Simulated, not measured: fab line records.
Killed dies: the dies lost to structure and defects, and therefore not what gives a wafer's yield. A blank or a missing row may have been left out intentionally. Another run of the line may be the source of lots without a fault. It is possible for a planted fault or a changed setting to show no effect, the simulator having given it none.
fab line records	flow n5Finfet
record lots=4	wafers=12	lastDay=15
route steps=1938 shown MIM_BOT_LITHO@1865 MIM_BOT_ETCH@1866 PASS1_CAP@1873 TV_LITHO@1875 PASSIVATION@1936
lots that met no fault: taken from a fault-free run of the same line
startH: start of the lot's first displayed wafer, in hours after the record's first day	waitH: hours elapsed since this lot's preceding step	" the same as in the row above	L1.1+2: several wafers, shown together as one row	- no value present, or no start provided	* or withheld: withheld	< > ~ a bound
route shown NAME@n: a module of which the file shows steps, and the number in the route of the first	usual: average and standard deviation across the fault-free wafers	same: alike in all rows	chamber/n: place in a boat	sites: readings site by site	_std_site: the standard deviation of these	_edge_site: outer sites' mean less inner sites'	radiusMm: how far each site lies from the wafer's centre	mask NAME#n: copy n	behind: the last tool/chamber to shape the wafer	hold: why the lot went on hold/how many hours it stayed there/how the hold came to an end	device: names the non-switching transistor (n, p or np)	end of line: the route-end tests of the same wafers	a step with no rows: only its recipe	killed: count of dies lost to structure and defects at first sort (not the wafer's yield)	map: per-die view of a wafer (x killed, . not killed, _ where there is no die)
set.NAME: the setting that was run; set.NAME@STEP: the one run at that earlier step	model.NAME: the simulator's own value behind a step, which no gauge read
certain route steps with their lots: each step a table, each wafer a row
services: the hour from which a tool's chamber was out of use, counted from the record's first day as startH (under 0 if before that day), plus the number of hours and why
## steps
# step N5_MIM_BOT_LITHO_DESCUM_10
# recipe chemistry=O2	timeS=7.9	sourcePowerW=50	biasPowerW=20	pressureMtorr=20	rfFrequencyHz=2.712e+07	tempC=40	o2FlowSccm=225
# step N5_MIM_BOT_ETCH_ETCH_04
# recipe chemistry=CF4/O2	target=SiNx	targetDepthA=260	timeS=13	ionEnergyEv=100	pressureMtorr=40	sourceW=535	biasW=49	Ar_flow_sccm=100	cf4FlowSccm=100	O2_flow_sccm=10
# step N5_MIM_BOT_ETCH_ETCH_03
# recipe chemistry=Cl2/BCl3	targetDepthA=120	pressureMtorr=8	icpW=800	biasW=100	Cl2_flow_sccm=20	bcl3FlowSccm=80
# step N5_MIM_BOT_ETCH_ETCH_00
# recipe chemistry=Cl2/BCl3	target=TiN	targetDepthA=455	ionEnergyEv=150	pressureMtorr=10	icpW=1000	biasW=126	Cl2_flow_sccm=53.25	bcl3FlowSccm=21.75	Ar_flow_sccm=25
# step N5_MIM_BOT_ETCH_STRIP_01
# recipe chemistry=O2	powerW=600	tempC=60	pressureMtorr=30	rfFrequencyHz=6e+07	biasPowerW=0	overashFraction=0.5	o2FlowSccm=225
# step N5_MIM_BOT_ETCH_STRIP_02
# recipe chemistry=postEtchResidueRemover	timeS=1200	tempC=72.5
# step N5_MIM_BOT_ETCH_CLEAN_05
# recipe chemistry=IPA	timeS=180	tempC=25
# step N5_MIM_BOT_ETCH_SRD_06
# recipe dry=ipaMarangoni	timeS=30	tempC=23	rinseLiquid=diw
# step N5_PASSIVATION_PECVD_55
# recipe material=SiO2	targetThkA=4000	tempC=400	precursor=SiH4/N2O	pressureTorr=2.7	rfW=608	timeS=22.5
# step N5_PASSIVATION_PECVD_01
# recipe material=SiNx	targetThkA=2000	tempC=400	precursor=SiH4/NH3/N2	pressureTorr=4.9	rfW=1406	timeS=43.2
# usual heaterPowerOuterW=166/100	heaterPowerW=397/130	showerheadPlenumPTorr=8.69/0.052	showerheadVppV=2334/180	throttleValvePct=29.2/0.94
lot.wafer	tool	chamber	startH	waitH	heaterPowerOuterW	heaterPowerW	showerheadPlenumPTorr	showerheadVppV	throttleValvePct
L903.1	pecvd-01	2	284.44	0.0	37	219	8.63	2335	28.4
L903.2	"	1	"	"	247	508	8.66	2608	30.9
L903.4	"	0	"	"	85	236	8.77	2314	28.5
L912.2	pecvd-01	0	347.19	0.0	92	237	8.76	2385	28.8
L912.5	"	2	"	"	15	191	8.66	2317	28.0
L912.6	"	0	"	"	101	252	8.78	2386	28.8
L913.2	pecvd-01	1	350.51	0.0	223	478	8.63	2582	30.9
L913.3	"	0	"	"	126	280	8.74	2394	28.7
L913.6	"	2	"	"	76	270	8.66	2330	28.3
L916.1	pecvd-04	1	359.98	0.0	146	410	8.70	2428	28.9
L916.4	"	2	"	"	131	366	8.63	2315	29.5
L916.5	"	1	"	"	159	416	8.68	2487	28.8
# step N5_PASSIVATION_HMDS_03
# recipe timeS=60	tempC=120
# step N5_PASSIVATION_COAT_04
# recipe spinRpm=*	resistThkNm=*
# step N5_PASSIVATION_EBR_06
# recipe solvent=PGMEA	ebrWidthMm=1.5
# step N5_PASSIVATION_SOFTBAKE_05
# recipe tempC=100	timeS=90
# step N5_PASSIVATION_EXPOSE_07
# recipe maskId=TV	na=0.55	sourceShape=conventional	sigmaOuter=0.8	polarization=unpolarized	defocusNm=0	targetCdNm=3000	doseMj=22.75
# step N5_PASSIVATION_PEB_08
# recipe pebTempC=withheld	pebTimeS=*
# step N5_PASSIVATION_DEVELOP_09
# recipe developTimeS=60	rinseLiquid=diw	dry=airSpin	devTempC=21
# step N5_PASSIVATION_HARDBAKE_11
# recipe tempC=130	timeS=120
# step N5_PASSIVATION_INSPECT_61
# recipe mode=adi	inspectInstrument=macro
# usual rawDefectCount=2.2/1.4
lot.wafer	tool	chamber	startH	waitH	rawDefectCount
L903.1	defectInspect-01	-	285.09	0.0	3
L903.2	"	-	"	"	3
L903.4	"	-	"	"	1
L912.2	defectInspect-01	-	348.44	0.0	5
L912.5	"	-	"	"	>300
L912.6	"	-	"	"	3
L913.2	defectInspect-01	-	352.20	0.0	2
L913.3	"	-	"	"	3
L913.6	"	-	"	"	>300
L916.1	defectInspect-01	-	361.43	0.0	2
L916.4	"	-	"	"	3
L916.5	"	-	"	"	0
# step N5_PASSIVATION_DESCUM_12
# recipe chemistry=O2	timeS=7.9	sourcePowerW=50	biasPowerW=20	pressureMtorr=20	rfFrequencyHz=2.712e+07	tempC=40	o2FlowSccm=225
# step N5_PASSIVATION_PROBE_49
# usual defectLimitedYield=91.0/1.5	killed_at_M0_to_M3=34/9.1	killed_at_M4_up=14/5.7	killedAtContacts=13/5.7	killedAtFrontEnd=42/12	killedAtOther=4/3.4	killedDies=106/17	killedOnRim=14/4.3	killedOpen=70/13	killedShort=34/7.5	sort_bin_5_function=5.2/0.94	sort_bin_6_memory=3.4/0.69	sortNPass=1074/17	sortYieldPct=91.0/1.5
# same grossDies=1180	killedAtBackSide=0	sort_bin_4_leakage[%]=0	sort_bin_8_speed[%]=0
lot.wafer	tool	chamber	startH	waitH	defectLimitedYield[%]	killed_at_M0_to_M3	killed_at_M4_up	killedAtContacts	killedAtFrontEnd	killedAtOther	killedDies	killedOnRim	killedOpen	killedShort	sort_bin_5_function[%]	sort_bin_6_memory[%]	sortNPass	sortYieldPct[%]
L903.1	prober-02	-	294.96	0.0	90.6	39	12	8	50	2	111	13	60	51	5.3	3.6	1069	90.6
L903.2	prober-02	-	295.01	0.1	91.2	41	11	5	45	2	104	12	67	37	4.9	3.5	1076	91.2
L903.4	prober-02	-	295.11	0.2	89.6	38	19	16	45	5	123	15	75	48	6.9	3.3	1057	89.6
L912.2	prober-02	-	356.75	0.1	91.4	30	14	9	46	3	102	16	69	30	5.3	3.0	1078	91.4
L912.5	prober-02	-	356.90	0.2	81.2	35	10	15	62	100	222	33	88	34	9.7	6.1	958	81.2
L912.6	prober-02	-	356.95	0.3	90.2	42	7	20	43	4	116	19	84	30	5.6	4.1	1064	90.2
L913.2	prober-02	-	359.52	0.1	91.5	33	14	17	30	6	100	13	70	30	5.0	3.3	1080	91.5
L913.3	prober-02	-	359.57	0.1	93.2	19	14	4	37	6	80	14	47	30	3.7	2.7	1100	93.2
L913.6	prober-02	-	359.72	0.3	88.1	13	7	6	25	90	141	26	34	14	6.2	2.5	1039	88.1
L916.1	prober-01	-	368.38	0.0	90.1	29	5	18	62	3	117	16	72	44	5.7	4.0	1063	90.1
L916.4	prober-01	-	368.53	0.2	89.0	43	17	16	52	2	130	23	78	44	6.4	3.5	1050	89.0
L916.5	prober-01	-	368.58	0.2	92.4	27	13	9	36	5	90	8	56	33	4.5	2.6	1090	92.4
# killed by level:class
L903.1 BEOL_M0_SAQP:geometricParticle:short=13 FIN_SAQP:geometricParticle:short=11 BEOL_M0_SAQP:geometricParticle:open=10 BEOL_M4:geometricParticle:open=9 GATE_CUT:geometricParticle:short=8 FIN_SAQP:geometricParticle:open=6 GATE_CUT:geometricParticle:open=6 MOL_CONTACT_COAG:geometricParticle:open=6
L903.2 FIN_SAQP:geometricParticle:open=9 BEOL_M0_SAQP:geometricParticle:open=9 BEOL_M1:geometricParticle:open=9 FIN_SAQP:geometricParticle:short=8 BEOL_M3:geometricParticle:open=7 BEOL_M0_SAQP:geometricParticle:short=7 MOL_CONTACT_COAG:geometricParticle:open=5 BEOL_M4:geometricParticle:open=5
L903.4 BEOL_M0_SAQP:geometricParticle:open=13 MOL_CONTACT_COAG:geometricParticle:open=13 BEOL_M0_SAQP:geometricParticle:short=11 FIN_SAQP:geometricParticle:short=9 BEOL_M5:geometricParticle:open=8 FIN_SAQP:geometricParticle:open=7 GATE_CUT:geometricParticle:open=7 SPACER0:geometricParticle:open=5
L912.2 STI_FIN_REVEAL:geometricParticle:open=13 BEOL_M0_SAQP:geometricParticle:open=12 FIN_SAQP:geometricParticle:short=8 MOL_CONTACT_COAG:geometricParticle:open=7 BEOL_M0_SAQP:geometricParticle:short=7 FIN_SAQP:geometricParticle:open=6 BEOL_M1:geometricParticle:open=6 STI_FIN_REVEAL:geometricParticle:short=3
L912.5 PASS1_CAP:unspecified=98 STI_FIN_REVEAL:geometricParticle:open=18 FIN_SAQP:geometricParticle:open=17 MOL_CONTACT_COAG:geometricParticle:open=11 BEOL_M1:geometricParticle:open=10 FIN_SAQP:geometricParticle:short=7 BEOL_M3:geometricParticle:open=7 GATE_CUT:geometricParticle:short=6
L912.6 MOL_CONTACT_COAG:geometricParticle:open=17 BEOL_M3:geometricParticle:open=14 FIN_SAQP:geometricParticle:open=10 BEOL_M2:geometricParticle:open=10 FIN_SAQP:geometricParticle:short=8 DUMMY_GATE:geometricParticle:open=7 STI_FIN_REVEAL:geometricParticle:open=5 BEOL_M0_SAQP:geometricParticle:open=5
L913.2 MOL_CONTACT_COAG:geometricParticle:open=13 BEOL_M5:geometricParticle:open=7 BEOL_M0_SAQP:geometricParticle:short=7 BEOL_M1:geometricParticle:open=7 BEOL_M0_SAQP:geometricParticle:open=6 STARTING-WAFER:geometricParticle:open=6 FIN_SAQP:geometricParticle:short=5 STI_FIN_REVEAL:geometricParticle:open=5
L913.3 BEOL_M4:geometricParticle:open=7 FIN_SAQP:geometricParticle:short=6 BEOL_M1:geometricParticle:open=5 BEOL_M0_SAQP:geometricParticle:open=5 STI_FIN_REVEAL:geometricParticle:open=4 DUMMY_GATE:geometricParticle:open=4 ILD0:geometricParticle:short=4 MOL_CONTACT_COAG:geometricParticle:open=4
L913.6 PASS1_CAP:unspecified=89 MOL_CONTACT_COAG:geometricParticle:open=6 STI_FIN_REVEAL:geometricParticle:open=5 DUMMY_GATE:geometricParticle:open=5 BEOL_M2:geometricParticle:open=4 HKMG_FIN:areaEtch=4 BEOL_M0_SAQP:geometricParticle:short=3 BEOL_M5:geometricParticle:open=3
L916.1 STI_FIN_REVEAL:geometricParticle:open=14 MOL_CONTACT_COAG:geometricParticle:open=12 FIN_SAQP:geometricParticle:short=7 BEOL_M0_SAQP:geometricParticle:short=7 GATE_CUT:geometricParticle:short=6 MOL_CONTACT_COAG:geometricParticle:short=6 BEOL_M0_SAQP:geometricParticle:open=5 BEOL_M3:geometricParticle:open=5
L916.4 MOL_CONTACT_COAG:geometricParticle:open=13 BEOL_M3:geometricParticle:open=11 BEOL_M0_SAQP:geometricParticle:open=10 FIN_SAQP:geometricParticle:short=9 STI_FIN_REVEAL:geometricParticle:open=7 GATE_CUT:geometricParticle:short=6 BEOL_M0_SAQP:geometricParticle:short=6 HKMG_FIN:areaEtch=6
L916.5 FIN_SAQP:geometricParticle:open=8 BEOL_M0_SAQP:geometricParticle:short=8 GATE_CUT:geometricParticle:short=7 MOL_CONTACT_COAG:geometricParticle:open=6 BEOL_M0_SAQP:geometricParticle:open=5 STI_FIN_REVEAL:geometricParticle:open=4 BEOL_M5:geometricParticle:open=4 DUMMY_GATE:geometricParticle:open=3
# map L912.5 (x killed, . not)
_________________x.......x...________________
______________x........x.x......_____________
___________..xxx..........x........__________
__________x.............x..x........_________
________xx....x...........x....x......_______
_______..........x.....................______
______........x......x...x.............._____
_____..........x.x.................x.....____
____............x..................x......___
___....x.............x...x.........x.......__
___..x..........x..........x.x.......x...x.__
__.........x.................x...........x.._
__....................x.....x.........x....._
_.x........x.........x.......xx............x.
_...x.x....x...............x................x
_.....................x...xx..x.x............
_........x........x..........x.....x.........
_............x.xx....x..............x........
_..........................x.......x..xx.x...
_....x......x...x.......x...x..x....x........
_....x.x...xx............x.....x.........x...
__.x.xx.xxxx.x.............x..........x....._
__..xxxxxxxxx..x................x.........xx_
___xxxxxxxxxxx.x..x....x...........xx......__
___.xxxxxxxxxxxx..........x..x.............__
____xxxxxxxxxxxx..x.....x.........x.......___
_____xxxxxxxxxxxxx........x.x...x..x.x...____
______xxxxxxxxx.x.....x..x............x._____
_______xxxxxxxxxx...x.......x..........______
________xxxxxxxxx..........x...xx....._______
__________xxxxxx...x..............x._________
___________xx............x.........__________
______________...........x......_____________
_________________........x...________________
# map L913.6 (x killed, . not)
_________________............________________
______________.........x......x._____________
___________.x...x..................__________
__________...................x......_________
________................x......x......_______
_______x.....x..x................xx....______
______.x.................x.......x.....x_____
_____...............x....................____
____......................................___
___.......x..........x...x...xx...x........__
___.x......................................__
__.............x............................_
__..x...x..................................._
_............................................
_........xx..................................
_................................x...........
_.............x..............................
_............................................
_.......x....................................
_.................x...x......................
_x.x.............x.................x.x.......
__....x......x..x....x......................_
__x.x..xxxxxx............x...x.............._
___xxxxxxxxxx.........x.................x..__
___.xxxxxxxxxxxx...x.....................x.__
____xxxxxxxxxxxx.x..........x...x.........___
_____xxxxxxxxxxx..................x......____
______xxxxxxxxxx.x......................_____
_______xxxxxxxxx.......................______
________xxxxxx........................_______
__________xxxxx....................._________
___________.x...................x.x__________
______________........x........._____________
_________________............________________
## services
tool	chamber	startH	hours	kind
pecvd-01	2	269.11	12.2	repair
pecvd-01	2	300.55	5.5	scheduledDown
pecvd-01	2	327.12	5.4	repair
## key
firstSign step=N5_PASSIVATION_INSPECT_61	reading=rawDefectCount	direction=up	sigmas=99+	usual=2.2	struck=>300
effect step=N5_PASSIVATION_PROBE_49	reading=killedAtOther	direction=up	sigmas=27	usual=4	struck=95
moreKillsBornAt N5_PASSIVATION_PECVD_01@pecvd-01=187
metAt N5_PASSIVATION_PECVD_01
struckWafers L912.5,L913.6
onsetBetween 284.44 347.19
fault kind=chamberParticleSource	tool=pecvd-01	chamber=2	onsetH=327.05	steps=N5_PASSIVATION_PECVD_01	ratePerVisitCm2=1.3032	endH=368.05
